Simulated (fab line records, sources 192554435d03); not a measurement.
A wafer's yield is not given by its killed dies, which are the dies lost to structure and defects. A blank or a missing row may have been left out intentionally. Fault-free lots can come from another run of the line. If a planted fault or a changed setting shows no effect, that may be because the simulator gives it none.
Matching of chambers	flow n5_finfet	4 sister chambers for N5_BEOL_M10_DESCUM_33 on rie_diel-05
The step chemistry O2, time 7.9 s. 20 wafers are shown with their chamber, then 10 later ones without.

== WAFERS, EACH WITH ITS CHAMBER ==
wafer	chamber	throttle_valve_pct (%)	drypump_motor_current_A (A)	showerhead_plenum_p_Torr (Torr)
L075.3	0	20.1	5.2	2.02
L075.4	2	20.4	5.6	2.10
L075.6	0	20.2	5.2	2.02
L077.1	3	20.1	5.4	2.07
L077.2	0	20.2	5.2	2.02
L077.3	1	19.8	4.9	2.05
L079.3	1	19.8	4.9	2.05
L079.5	0	20.2	5.2	2.01
L079.6	3	20.1	5.4	2.07
L078.1	1	19.8	4.9	2.05
L078.5	0	20.2	5.2	2.01
L078.6	3	20.1	5.4	2.07
L081.3	3	20.1	5.4	2.06
L081.4	0	20.2	5.2	2.01
L081.5	0	20.2	5.2	2.01
L083.2	1	19.8	4.8	2.04
L083.5	1	19.8	4.8	2.04
L083.6	0	20.2	5.2	2.01
L085.1	2	20.4	5.6	2.09
L085.3	3	20.1	5.4	2.06

SIGNATURES (averages over the wafers above)
reading	chamber 0	chamber 1	chamber 2	chamber 3	scatter within a chamber
throttle_valve_pct	20.188	19.800	20.400	20.100	0.0234
drypump_motor_current_A	5.200	4.860	5.600	5.400	0.0274
showerhead_plenum_p_Torr	2.0137	2.0460	2.0950	2.0660	0.00546
Rule: a wafer's distance from a chamber is the root of the sum, over the readings, of the square of ((its reading less the chamber's mean) divided by the reading's scatter). If the next closest chamber is less than 2 further off than the closest, the wafer can't be placed; otherwise it belongs to the closest. The scatter: the root of (the sum of the squares of (reading less its chamber's mean) over the shown wafers, divided by (wafers less chambers)).

== WAFERS WITHOUT THEIR CHAMBER ==
wafer	throttle_valve_pct (%)	drypump_motor_current_A (A)	showerhead_plenum_p_Torr (Torr)
L085.4	20.2	5.3	2.01
L087.1	20.4	5.6	2.09
L087.4	20.2	5.4	2.06
L087.5	20.4	5.6	2.09
L093.1	20.2	5.2	2.00
L093.2	20.1	5.4	2.06
L093.6	20.2	5.3	2.00
L095.1	19.9	4.8	2.03
L095.3	20.2	5.4	2.05
L095.4	20.2	5.2	2.00

== EACH ONE'S CHAMBER ==
wafer	from the rows above	in truth
L085.4	0	0
L087.1	2	2
L087.4	3	3
L087.5	2	2
L093.1	0	0
L093.2	3	3
L093.6	0	0
L095.1	1	1
L095.3	3	3
L095.4	0	0
Correct placement for 10 of the 10. Not placeable from these rows: 0. Wrongly placed: 0.
